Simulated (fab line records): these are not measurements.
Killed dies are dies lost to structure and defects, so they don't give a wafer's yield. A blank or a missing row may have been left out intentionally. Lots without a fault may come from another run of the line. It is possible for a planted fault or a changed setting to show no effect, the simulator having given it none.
Matching of chambers ; flow nand_harc ; NHARC_P_BONDPAD_ETCH_37 on rie_diel-07 has 4 sister chambers
The step etches the open film in N2/H2, target depth 60 nm, overetch 18 nm, time 65.91 s. 16 wafers are shown with their chamber, then 8 later ones without.

## WAFERS, EACH WITH ITS CHAMBER
wafer;chamber;showerhead_plenum_p_Torr (Torr);drypump_motor_current_A (A);oes_product_au (a.u.)
L077.4;0;2.04;5.5;0.996
L077.5;3;2.07;5.9;1.007
L077.6;0;2.04;5.5;0.989
L079.1;1;2.17;6.0;0.985
L079.2;0;2.04;5.5;0.987
L079.6;0;2.04;5.5;0.992
L079.3;2;2.12;6.1;1.000
L079.4;3;2.07;5.9;0.996
L079.5;1;2.17;6.1;0.982
L087.1;0;2.04;5.5;0.996
L087.5;0;2.04;5.5;0.994
L087.6;3;2.06;5.9;1.019
L086.2;1;2.17;6.1;0.982
L086.4;2;2.12;6.1;0.982
L086.6;0;2.04;5.5;0.995
L092.1;2;2.12;6.1;1.008

SIGNATURES, as means of the wafers listed above
reading;chamber 0;chamber 1;chamber 2;chamber 3;scatter within a chamber
showerhead_plenum_p_Torr;2.0400;2.1700;2.1200;2.0667;0.00236
drypump_motor_current_A;5.500;6.067;6.100;5.900;0.0236
oes_product_au;0.99271;0.98300;0.99667;1.00733;0.00764
Rule: distance of a wafer from a chamber = root of the sum over the readings of ((wafer's reading minus chamber's mean) / reading's scatter) squared. If the next closest chamber is less than 2 further off than the closest, the wafer can't be placed; otherwise it belongs to the closest. The scatter is the square root of a quotient: the sum, over the shown wafers, of each reading's squared deviation from its chamber's mean, divided by wafers minus chambers.

## WAFERS WITH NO CHAMBER GIVEN
wafer;showerhead_plenum_p_Torr (Torr);drypump_motor_current_A (A);oes_product_au (a.u.)
L092.2;2.17;6.1;1.016
L092.5;2.17;6.1;1.009
L094.3;2.06;5.9;0.998
L094.4;2.04;5.5;0.992
L094.6;2.04;5.5;0.988
L097.3;2.06;5.9;0.991
L097.4;2.06;5.9;0.999
L097.5;2.12;6.1;1.000

## WHICH CHAMBER EACH ONE RAN IN
wafer;from the rows above;in truth
L092.2;1;1
L092.5;1;1
L094.3;3;3
L094.4;0;0
L094.6;0;0
L097.3;3;3
L097.4;3;3
L097.5;2;2
Correct placement for 8 of the 8. Left unplaced by these rows: 0. Placed wrongly: 0.
